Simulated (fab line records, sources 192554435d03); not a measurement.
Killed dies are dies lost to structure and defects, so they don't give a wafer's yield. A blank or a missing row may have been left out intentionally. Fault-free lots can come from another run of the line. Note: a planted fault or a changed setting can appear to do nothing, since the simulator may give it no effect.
Which tool was responsible? -- flow n5Finfet -- at 1 step of a route of 1938, 10 lots with 30 wafers sampled

== WHAT THE GAUGES READ, wafer by wafer ==
N5_BEOL_M13_OVL_MEAS_11.
lot,measured,on,V12_OVL (nm)
L076,day 11 02:35,overlay-01,-2 -3 1
L078,day 12 04:08,overlay-01,2 0 0
L080,day 12 15:33,overlay-02,1 1 -2
L081,day 12 21:20,overlay-01,-5 1 5
L083,day 13 04:58,overlay-01,1 5 4
L086,day 14 00:43,overlay-02,-2 3 1
L090,day 14 22:22,overlay-02,5 -5 8
L089,day 15 09:00,overlay-01,0 -3 -4
L093,day 16 03:30,overlay-01,-5 6 2
L097,day 17 07:25,overlay-01,1 8 4

== WHAT TOOL EACH LOT RAN ON (gives the tool, then ch and the chambers of the sampled wafers, and finally the start) ==
The record holds no process step before these readings.

== THE ANSWER, worked out from the rows above alone ==
Rule: usual is defined by the lots themselves. Put in order of their means at a reading, lots are off if they are a third of the lots or fewer, leave a main group of 4 or more, and stand apart from it by a gap of 3 or more times the standard deviation of the main group's means; of several such gaps the widest counts. If all means in a main group match to the digits the tables above print for the reading, that group is not used. A lot without any number at a reading at which 4 lots or more have one is off too. All remaining lots with rows at the step are treated as sound.
No lot is off on any of the readings shown, so nothing can be concluded from this.

== WHAT THE SIMULATOR HAD PUT IN ==
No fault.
